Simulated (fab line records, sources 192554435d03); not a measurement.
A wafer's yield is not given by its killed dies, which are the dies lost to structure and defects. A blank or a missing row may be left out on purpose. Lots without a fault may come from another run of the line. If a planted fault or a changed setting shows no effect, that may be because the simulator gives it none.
Matching of chambers :: flow n5Finfet :: N5_FIN_CUT_CUT_ETCH_15 on rieSi-04 has 4 sister chambers
The step etches Si in HBr/Cl2/O2, target depth 100 nm, bt time 10 s, time 42.4 s. 8 wafers are shown with their chamber, then 7 later ones without.

WAFERS WITH THEIR CHAMBER
wafer: L074.3
chamber: 2
drypumpMotorCurrentA (A): 5.3
oesProductAu (a.u.): 1.029

wafer: L074.6
chamber: 0
drypumpMotorCurrentA (A): 5.0
oesProductAu (a.u.): 0.991

wafer: L075.6
chamber: 3
drypumpMotorCurrentA (A): 5.5
oesProductAu (a.u.): 1.006

wafer: L080.1
chamber: 1
drypumpMotorCurrentA (A): 5.8
oesProductAu (a.u.): 1.022

wafer: L080.4
chamber: 3
drypumpMotorCurrentA (A): 5.4
oesProductAu (a.u.): 1.012

wafer: L080.5
chamber: 1
drypumpMotorCurrentA (A): 5.8
oesProductAu (a.u.): 1.027

wafer: L081.1
chamber: 2
drypumpMotorCurrentA (A): 5.4
oesProductAu (a.u.): 1.029

wafer: L081.3
chamber: 0
drypumpMotorCurrentA (A): 5.0
oesProductAu (a.u.): 0.988

WAFERS WITH NO CHAMBER GIVEN
wafer: L081.5
drypumpMotorCurrentA (A): 5.0
oesProductAu (a.u.): 0.994

wafer: L086.1
drypumpMotorCurrentA (A): 5.7
oesProductAu (a.u.): 1.029

wafer: L086.2
drypumpMotorCurrentA (A): 5.4
oesProductAu (a.u.): 1.004

wafer: L086.3
drypumpMotorCurrentA (A): 5.0
oesProductAu (a.u.): 0.991

wafer: L086.4
drypumpMotorCurrentA (A): 5.4
oesProductAu (a.u.): 1.027

wafer: L086.5
drypumpMotorCurrentA (A): 5.0
oesProductAu (a.u.): 0.980

wafer: L086.6
drypumpMotorCurrentA (A): 5.8
oesProductAu (a.u.): 1.030

EACH ONE'S CHAMBER
wafer: L081.5
from the rows above: 0
in truth: 0

wafer: L086.1
from the rows above: 1
in truth: 1

wafer: L086.2
from the rows above: 3
in truth: 3

wafer: L086.3
from the rows above: 0
in truth: 0

wafer: L086.4
from the rows above: 2
in truth: 2

wafer: L086.5
from the rows above: 0
in truth: 0

wafer: L086.6
from the rows above: 1
in truth: 1
Correct placement for 7 of the 7. Left unplaced by these rows: 0. Number placed wrongly: 0.
How it was worked out, from the rows above alone: a wafer's distance from a chamber is the root of the sum, over the readings, of the square of ((its reading less the chamber's mean) divided by the reading's scatter). The wafer belongs to the nearest chamber; if the next one is less than 2 further off, it can't be placed. Each chamber's mean is taken over the wafers shown for it. The scatter: take each reading less its chamber's mean, square it, sum over the shown wafers, divide by the number of wafers less the number of chambers, and take the root.
